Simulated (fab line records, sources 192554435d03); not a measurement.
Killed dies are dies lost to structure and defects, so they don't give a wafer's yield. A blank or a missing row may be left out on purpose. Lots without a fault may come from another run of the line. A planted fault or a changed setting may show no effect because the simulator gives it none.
A struck lot beside a sound one | flow n5_finfet | 14 steps out of a route of 1938
Sound: wafers L446.4, L446.5, L446.6. Struck: wafers L443.1, L443.3, L443.4. The cause comes at the end.
At each step with rows: each side's tool, then ch and its chambers, then its first start. Under that, the readings that differ: sound wafers | struck wafers | difference of the means | sigmas: that difference in standard deviations of wafers without a fault.
alike: readings whose means differ by less than 2 such deviations, and words and numbers that are the same on both sides. not compared: withheld readings, readings that some wafer has no value for, bounds like >300 that may hide the same value, and numbers for which the record gives no deviation and whose values overlap.
The two part at a step that has a row with sigmas, a row that says differs or no value, or rows on one side only. Numbers that don't overlap but have no deviation are shown without sigmas and don't part them. A reading that every wafer of one side lacks parts them only if that side has two wafers or more.

first, 1 step without rows for these wafers: N5_BEOL_M1_STRIP_75 (strips in N2/H2).
N5_BEOL_M1_STRIP_66: strips in CF4.
  sound on rie_diel-04 ch 1,2, day 9 00:08; struck on rie_diel-02 ch 0,1,3, day 8 06:00
  reading                     | sound       | struck      | difference | sigmas
  drypump_motor_current_A (A) | 5.0 5.0 4.9 | 6.1 5.5 5.7 | +0.8       | +2
  alike: oes_product_au, rf_vpp_V, showerhead_plenum_p_Torr, throttle_valve_pct
  not compared: rf_hours_counter_h
N5_BEOL_M1_HM_OPEN_17: chemistry Cl2/BCl3, target TiN, target depth 20 nm, overetch 6 nm.
  sound on rie_metal-01 ch 0,1, day 9 00:12; struck on rie_metal-02 ch 0,1, day 8 06:03
  alike: drypump_motor_current_A, oes_product_au, throttle_valve_pct
  not compared: rf_hours_counter_h
N5_BEOL_M1_STRIP_19: strips in O2.
  sound on rie_diel-02 ch 0,2,3, day 9 00:19; struck on rie_diel-02 ch 0,1,2, day 8 06:10
  alike: drypump_motor_current_A, oes_product_au, rf_vpp_V, showerhead_plenum_p_Torr, throttle_valve_pct
  not compared: rf_hours_counter_h
N5_BEOL_M1_CD_MEAS_18: pitch 36 nm, target cd 18 nm.
  sound on cd_sem-02, day 9 00:24; struck on cd_sem-01, day 8 06:14
  alike: cd_nm
then, 7 steps without rows for these wafers: N5_BEOL_M1_COAT_67 (time 60 s, resist thk 60 nm); N5_BEOL_M1_COAT_68 (time 60 s, resist thk 12 nm); N5_BEOL_M1_COAT_76 (time 60 s, resist thk 5 nm); N5_BEOL_M1_COAT_22 (resist thk 30 nm); N5_BEOL_M1_EBR_24; N5_BEOL_M1_SOFTBAKE_23 (time 60 s); N5_BEOL_M1_EXPOSE_25 (exposes mask V0, defocus 5 nm, target cd 24 nm).
N5_BEOL_M1_PEB_26: peb time 60 s.
  sound on litho_track-01 ch 0, day 9 00:39; struck on litho_track-04, day 8 06:37
  no value came back on the struck wafers for chill_plate_temp_C (C), exhaust_pa (Pa); on the sound wafers chill_plate_temp_C (C) reads 23.00 22.96 22.97
then, 1 step without rows for these wafers: N5_BEOL_M1_DEVELOP_27 (develop time 30 s).

WHERE THEY PART
First at N5_BEOL_M1_STRIP_66; last, within this record, at N5_BEOL_M1_PEB_26.

WHY: what the simulator had put in
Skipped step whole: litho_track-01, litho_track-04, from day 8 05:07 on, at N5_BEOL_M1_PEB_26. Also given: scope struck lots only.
